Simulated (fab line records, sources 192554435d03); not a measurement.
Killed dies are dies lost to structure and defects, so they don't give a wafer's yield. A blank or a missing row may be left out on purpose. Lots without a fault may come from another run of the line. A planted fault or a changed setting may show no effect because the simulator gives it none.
Split-lot experiment | flow n5_finfet | 7 lots, 21 wafers read, on a route of 1938 steps

THE SPLIT
At N5_BEOL_M10_COAT_63 (time 60 s, resist thk 100 nm), the setting spin_rpm was moved away from the recipe's 1500 rpm on 8 of the 21 wafers read, by -10.3% to +2.9%. The other wafers ran this setting at the recipe's value.

The reading is taken at the split's own step.

THE READING
SOC_of_BEOL_M10_COAT_63.thk_nm (the simulator's own value, which no gauge read), in nm, at N5_BEOL_M10_COAT_63 (time 60 s, resist thk 100 nm). The file gives no usual value for it. The 13 wafers here that ran the recipe average 100.1 nm, standard deviation 0.34 nm.

wafer  | tool, chamber at the split | spin_rpm as run, rpm | against the recipe | SOC_of_BEOL_M10_COAT_63.thk_nm, nm | against lot-mates on the recipe
L074.1 | litho_track-04, 0          | 1500                 | recipe             | 100.4                              | -
L074.5 | litho_track-04, 0          | 1500                 | recipe             | 100.4                              | -
L074.4 | litho_track-04, 0          | 1443                 | -3.8%              | 102.4                              | +2.0
L080.1 | litho_track-02, 0          | 1416                 | -5.6%              | 103.6                              | +3.2
L080.3 | litho_track-02, 0          | 1500                 | recipe             | 100.4                              | -
L080.6 | litho_track-02, 0          | 1500                 | recipe             | 100.4                              | -
L084.1 | litho_track-03, 0          | 1419                 | -5.4%              | 103                                | +3.0
L084.2 | litho_track-03, 0          | 1419                 | -5.4%              | 103                                | +3.0
L084.3 | litho_track-03, 0          | 1500                 | recipe             | 100                                | -
L087.2 | litho_track-03, 0          | 1345                 | -10.3%             | 105.2                              | +6.0
L087.3 | litho_track-03, 0          | 1345                 | -10.3%             | 104.8                              | +5.6
L087.6 | litho_track-03, 0          | 1500                 | recipe             | 99.2                               | -
L091.1 | litho_track-02, 0          | 1500                 | recipe             | 100.4                              | -
L091.4 | litho_track-02, 0          | 1500                 | recipe             | 100.2                              | -
L091.5 | litho_track-02, 0          | 1500                 | recipe             | 100                                | -
L094.1 | litho_track-03, 0          | 1544                 | +2.9%              | 98.6                               | -1.2
L094.3 | litho_track-03, 0          | 1544                 | +2.9%              | 98.4                               | -1.4
L094.5 | litho_track-03, 0          | 1500                 | recipe             | 99.8                               | -
L095.3 | litho_track-04, 0          | 1500                 | recipe             | 99.8                               | -
L095.4 | litho_track-04, 0          | 1500                 | recipe             | 100                                | -
L095.6 | litho_track-04, 0          | 1500                 | recipe             | 100                                | -

THE FIT
A straight line over all 21 wafers: SOC_of_BEOL_M10_COAT_63.thk_nm changes by -0.508 nm for each +1% of spin_rpm; r = -0.98; the points scatter about the line by 0.36 nm.
The same after taking each lot's own level away (the mean of its wafers on the recipe; 21 wafers): -0.549 nm for each +1%; r = -1.00; scatter 0.15 nm.
On that fit, the largest move of spin_rpm shifts the reading by 5.7 nm.
The lots' own levels span 99.20 to 100.40 nm, that is 3.6 times the standard deviation above.
So the lot-to-lot level changes the slope little: the two slopes agree.
Check: with one of the wafers moved furthest among these (-10.3%) left out of the fit, the line predicts +5.58 nm for it against its lot-mates. It came out at +6 nm against them.

OTHER SPLITS ON THESE WAFERS
These wafers also went through other splits before the reading. Each is held against what the fit with the lots' levels taken away leaves over:
other split on the same wafers | wafers away from the commonest value | r with SOC_of_BEOL_M10_COAT_63.thk_nm (lot level and that fit taken away)
N5_BEOL_M7_ETCH_41 source_w    | 8                                    | -0.44
N5_BEOL_M8_ILD_DEP_00 time_s   | 7                                    | +0.33
N5_BEOL_M8_EXPOSE_08 dose_mj   | 6                                    | -0.26
N5_BEOL_M9_ILD_DEP_00 time_s   | 7                                    | +0.12

THE FILE'S OWN FIT
SOC_of_BEOL_M10_COAT_63.thk_nm changes by -0.554 nm for each +1% of spin_rpm, r = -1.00.
